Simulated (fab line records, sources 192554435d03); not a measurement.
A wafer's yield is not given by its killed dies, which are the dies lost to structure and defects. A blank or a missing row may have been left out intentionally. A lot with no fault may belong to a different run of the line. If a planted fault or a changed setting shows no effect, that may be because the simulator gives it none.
What tool caused it?    flow n5Finfet    33 wafers from 11 lots sampled at 4 of the route's 1938 steps

== WHAT THE GAUGES SHOWED, per wafer ==
N5_BEOL_M9_INSPECT_58: inspects for defects (darkfield). Usual: rawDefectCount at 79, with a standard deviation of 28.
lot   measured      on                rawDefectCount  flag
L294  day 10 04:55  defectInspect-01  63 92 98        
L296  day 10 10:44  defectInspect-01  76 56 110       
L297  day 10 11:23  defectInspect-02  32 35 53        
L303  day 12 02:46  defectInspect-01  68 93 67        
L305  day 12 17:01  defectInspect-01  116 104 102     
L310  day 13 23:37  defectInspect-02  44 81 71        
L309  day 13 23:47  defectInspect-02  95 128 78       
L308  day 14 01:17  defectInspect-01  69 136 67       
L312  day 14 01:52  defectInspect-01  72 54 47        
L311  day 14 10:04  defectInspect-01  50 104 66       
L316  day 15 14:33  defectInspect-01  72 72 115       

== TOOL THAT RAN EACH LOT (tool first, then ch and the chambers of the sampled wafers, then the start) ==
lot   N5_BEOL_M9_STRIP_36                N5_BEOL_M9_CURE_72            N5_BEOL_M9_ALD_74
L294  rieDiel-05 ch 0,1, day 10 01:36    uvCure-03 ch 0, day 10 02:01  aldMetal-04 ch 0,1, day 10 02:45
L296  rieDiel-04 ch 1,2, day 10 06:58    uvCure-03 ch 0, day 10 07:25  aldMetal-04 ch 0,1, day 10 08:08
L297  rieDiel-05 ch 0,1,2, day 10 08:53  uvCure-02 ch 1, day 10 09:17  aldMetal-03 ch 0,1,3, day 10 09:44
L303  rieDiel-02 ch 0,3, day 11 23:11    uvCure-01 ch 1, day 11 23:45  aldMetal-04 ch 0,1,3, day 12 01:05
L305  rieDiel-02 ch 0,1,2, day 12 12:25  uvCure-02 ch 1, day 12 12:58  aldMetal-04 ch 0,1, day 12 13:42
L310  rieDiel-02 ch 0,2, day 13 20:39    uvCure-01 ch 1, day 13 21:10  aldMetal-03 ch 0,2,3, day 13 21:29
L309  rieDiel-05 ch 0,2,3, day 13 20:49  uvCure-03 ch 1, day 13 21:16  aldMetal-01 ch 0,1,2, day 13 21:45
L308  rieDiel-02 ch 1,2, day 13 22:49    uvCure-03 ch 0, day 13 23:17  aldMetal-01 ch 0,1,3, day 13 23:40
L312  rieDiel-04 ch 1,2,3, day 13 23:01  uvCure-01 ch 0, day 13 23:33  aldMetal-03 ch 0,2,3, day 14 00:13
L311  rieDiel-04 ch 0,1,2, day 14 07:23  uvCure-01 ch 0, day 14 07:49  aldMetal-03 ch 0,2, day 14 08:14
L316  rieDiel-05 ch 0,1, day 15 10:46    uvCure-01 ch 0, day 15 11:10  aldMetal-01 ch 1,3, day 15 12:03
- N5_BEOL_M9_STRIP_36: strips in N2/H2.
- N5_BEOL_M9_CURE_72: cures SiCOH lowk, time 120 s.
- N5_BEOL_M9_ALD_74: deposits TaN, target thk 2 nm, pulse time 2 s, purge time 3 s.

== WHAT THE TOOLS THEMSELVES READ (means of the sampled wafers that have a number; where no wafer has one, the mark that the record gives instead) ==
N5_BEOL_M9_STRIP_36. Usual: drypumpMotorCurrentA 5.8 A, standard deviation 0.4; oesProductAu 0.76 a.u., standard deviation 0.084; rfVppV 59.2 V, standard deviation 1.3; showerheadPlenumPTorr 2.53 Torr, standard deviation 0.076; throttleValvePct 23.6 %, standard deviation 0.33.
lot   tool        drypumpMotorCurrentA (A)  oesProductAu (a.u.)  rfVppV (V)  showerheadPlenumPTorr (Torr)  throttleValvePct (%)  flag
L294  rieDiel-05  6.2                       0.72                 59.1        2.60                          23.7                  
L296  rieDiel-04  5.5                       0.83                 58.2        2.56                          23.6                  
L297  rieDiel-05  5.9                       0.73                 59.4        2.60                          23.7                  
L303  rieDiel-02  5.8                       0.72                 57.5        2.50                          23.7                  
L305  rieDiel-02  6.0                       0.72                 59.3        2.52                          23.9                  
L310  rieDiel-02  6.1                       0.70                 59.1        2.57                          23.8                  
L309  rieDiel-05  5.8                       0.74                 59.5        2.53                          23.5                  
L308  rieDiel-02  6.2                       0.71                 58.9        2.55                          23.9                  
L312  rieDiel-04  5.6                       0.82                 60.7        2.52                          23.3                  
L311  rieDiel-04  5.5                       0.75                 59.7        2.50                          23.7                  
L316  rieDiel-05  6.2                       0.87                 59.5        2.58                          23.4                  

N5_BEOL_M9_CURE_72. Usual: lampPowerPct 52.32 %, standard deviation 0.057; wafer_temp_C_max 371.8, standard deviation 0.64.
lot   tool       lampPowerPct (%)  wafer_temp_C_max  flag
L294  uvCure-03  52.26             372.4             
L296  uvCure-03  52.26             372.2             
L297  uvCure-02  52.23             371.2             
L303  uvCure-01  52.29             372.3             
L305  uvCure-02  52.31             371.3             
L310  uvCure-01  52.28             372.0             
L309  uvCure-03  52.35             370.8             
L308  uvCure-03  52.35             372.5             
L312  uvCure-01  52.35             371.9             
L311  uvCure-01  52.32             371.7             
L316  uvCure-01  52.33             372.4             

N5_BEOL_M9_ALD_74. Usual: heaterPowerW at 433 W, with a standard deviation of 53.
lot   tool         heaterPowerW (W)  flag
L294  aldMetal-04  402               
L296  aldMetal-04  420               
L297  aldMetal-03  443               
L303  aldMetal-04  443               
L305  aldMetal-04  417               
L310  aldMetal-03  415               
L309  aldMetal-01  448               
L308  aldMetal-01  417               
L312  aldMetal-03  410               
L311  aldMetal-03  393               
L316  aldMetal-01  420               

== THE ANSWER, worked out from the rows above alone ==
Rule: a lot is off if the mean of its wafers that have a number lies more than 3 standard deviations from the usual mean. A lot without any number at a reading at which 4 lots or more have one is off too. The other lots that the step has rows for count as sound. First the gauges in route order, then the tools' own readings, where a lot's mean is used as printed above. The first step at which some lot is off is used, and at that step the reading that is off furthest; a lot without a number counts as furthest.
Nothing can be told from this: no lot is off at any reading shown.

== WHAT HAD BEEN PUT IN BY THE SIMULATOR ==
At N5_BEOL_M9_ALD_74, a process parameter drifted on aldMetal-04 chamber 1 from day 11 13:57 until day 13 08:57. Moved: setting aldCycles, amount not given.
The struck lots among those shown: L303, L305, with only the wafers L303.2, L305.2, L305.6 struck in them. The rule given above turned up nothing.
